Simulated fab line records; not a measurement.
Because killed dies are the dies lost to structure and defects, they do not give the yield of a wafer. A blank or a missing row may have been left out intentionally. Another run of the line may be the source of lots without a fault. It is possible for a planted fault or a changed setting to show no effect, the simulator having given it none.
Comparing a struck lot with a sound one :: flow n5-finfet :: 29 out of 1938 route steps
Sound: the wafers L568.2, L568.5, L568.6. The struck wafers were L581.3, L581.4, L581.6. The cause comes at the end.
Each step with rows lists, per side, the tool, then ch with its chambers, then its first start. Under that, the readings that differ: sound wafers :: struck wafers :: difference of the means :: sigmas: that difference in standard deviations of wafers without a fault.
alike: words and numbers the same on both sides, and readings whose means are apart by under 2 such deviations; not compared: readings that were withheld, readings missing a value for some wafer, numbers with overlapping values and no deviation given by the record, and bounds like >300 which may hide the same value.
A row with sigmas, a row that says differs or no value, or rows on one side alone: a step with any of these is where the two part. Numbers that don't overlap but have no deviation are shown without sigmas and don't part them. A reading missing from all wafers of one side parts the sides only when that side holds two or more wafers.

N5_BEOL_M6_ETCH_72: etches underlayer in N2/H2, target depth 6.5 nm, time 5.2 s.
  sound on rie-diel-06 ch 0,1, day 11 04:19; struck on rie-diel-06 ch 1,2,3, day 14 05:05
  alike: drypump-motor-current-A, etch-rf-on-time-s, oes-product-au, rf-vpp-V, showerhead-plenum-p-Torr, throttle-valve-pct
  not compared: rf-hours-counter-h
then, 8 steps without rows for these wafers: N5_BEOL_M6_ETCH_65 (etches SiARC in CF4, target depth 15.6 nm, time 26 s); N5_BEOL_M6_ETCH_66 (etches SOC in N2/H2, target depth 80 nm, overetch 16 nm, time 120 s); N5_BEOL_M6_STRIP_69 (strips in N2/H2); N5_BEOL_M6_STRIP_73 (strips in N2/H2); N5_BEOL_M6_VIA_ETCH_34 (etches SiCOH lowk in C4F6/O2, target depth 126.3 nm, time 50.9 s); N5_BEOL_M6_STRIP_76 (strips in C4F6/O2); N5_BEOL_M6_STRIP_36 (strips in N2/H2); N5_BEOL_M6_TRENCH_ETCH_37 (etches SiCOH lowk in C4F6/O2, target depth 94.435 nm, time 31.5 s).
N5_BEOL_M6_ETCH_41: etches SiCN in CH3F/O2, target depth 29.7 nm, time 52 s.
  sound: rie-diel-06 ch 0,1; struck: rie-diel-06 ch 1,2,3
  alike: drypump-motor-current-A, oes-product-au, rf-vpp-V, showerhead-plenum-p-Torr, throttle-valve-pct
  not compared: rf-hours-counter-h
then, 1 step without rows for these wafers: N5_BEOL_M6_STRIP_80 (strips in N2/H2, time 10 s).
N5_BEOL_M6_OCD_MEAS_38:
  sound on ocd-01, day 11 04:43; struck on ocd-02, day 14 05:28
  alike: trench-depth-nm
N5_BEOL_M6_HM_STRIP_39: strips TiN in peroxide tin strip, target depth 25 nm, time 158 s.
  sound on wet-bench-03 ch 1,2,3, day 11 04:44; struck on wet-bench-03 ch 1,2,3, day 14 05:30
  no value came back on the struck wafers for bath-guard-temp-C (C), bath-heat-duty-pct (%); on the sound wafers bath-guard-temp-C (C) reads 50.3 50.4 50.0
reading: model.TiN_of_BEOL_M6_HM_DEP_02.thk-nm (nm)
sound: 0 0 0
struck: 17.6 17.4 17.4
difference: +17.5
sigmas: 
then, 1 step without rows for these wafers: N5_BEOL_M6_SRD_40 (time 30 s).
N5_BEOL_M6_PRECLEAN_42: cleans in residue remover, time 60 s.
  sound on wet-bench-03 ch 1,2,3, day 11 04:49; struck on wet-bench-03 ch 1,2,3, day 14 05:34
reading: model.TiN_of_BEOL_M6_HM_DEP_02.thk-nm (nm)
sound: 0 0 0
struck: 6.6 6.4 6.4
difference: +6.5
sigmas: 
then, 1 step without rows for these wafers: N5_BEOL_M6_SRD_43 (time 30 s).
N5_BEOL_M6_CD_MEAS_35: target cd 40 nm, target cd y 28 nm.
  sound on cd-sem-03, day 11 04:52; struck on cd-sem-02, day 14 05:38
  alike: cd-nm
N5_BEOL_M6_CURE_75: cures SiCOH lowk, time 120 s.
  sound on uv-cure-02 ch 1, day 11 04:58; struck on uv-cure-02 ch 1, day 14 05:52
  alike: lamp-power-pct, wafer_temp_C_max
then, 1 step without rows for these wafers: N5_BEOL_M6_DEGAS_44 (time 60 s).
N5_BEOL_M6_PRE_CLEAN_45: time 30 s.
  sound on pvd-sputter-02, day 11 05:22; struck on pvd-sputter-02, day 14 06:30
  alike: heater-power-w
then, 3 steps without rows for these wafers: N5_BEOL_M6_ALD_77 (deposits TaN, target thk 2 nm, pulse time 2 s, purge time 3 s); N5_BEOL_M6_SURFACE_TREAT_79; N5_BEOL_M6_CVD_78 (deposits Co from CCTBA/H2, target thk 2 nm, time 142.3 s).
N5_BEOL_M6_SPUTTER_48: material Cu, target thk 10 nm, time 1.667 s.
  sound on pvd-sputter-01, day 11 07:34; struck on pvd-sputter-02, day 14 07:08
  alike: cathode-dc-power-W, throttle-valve-pct
then, 2 steps without rows for these wafers: N5_BEOL_M6_ECD_50 (material Cu, target thk 300 nm); N5_BEOL_M6_ANNEAL_51 (time 90 s).
N5_BEOL_M6_CMP_52: polishes, stops on SiCOH lowk, t overpolish 6.9 s, target thk 80 nm.
  sound on cmp-03 ch 0,1, day 11 08:07; struck on cmp-03 ch 0,1,3, day 14 07:39
reading: barrier-field-endpoint-s (s)
sound: 27.7 27.8 27.9
struck: 37.2 37.2 36.6
difference: +9.2
sigmas: +15
  alike: clearing-platen-down-force-psi, motor-current-A
N5_BEOL_M6_THK_MEAS_53: measures by xrf.
  sound on film-metro-01, day 11 08:23; struck on film-metro-01, day 14 07:56
  alike: M6_THK
-- record jumps: 4 days separate the struck wafers' starts on either side; left off in module BEOL_M6, taken up again in module PASSIVATION, whose first shown step is the route's number 1936 --
N5_PASSIVATION_PROBE_49:
  only the struck wafers here have rows in the record (prober-02, day 17 20:37); the sound ones have none

## WHERE THEY PART
First at N5_BEOL_M6_HM_STRIP_39; last, within this record, at N5_PASSIVATION_PROBE_49.

WHY: what had been put in by the simulator
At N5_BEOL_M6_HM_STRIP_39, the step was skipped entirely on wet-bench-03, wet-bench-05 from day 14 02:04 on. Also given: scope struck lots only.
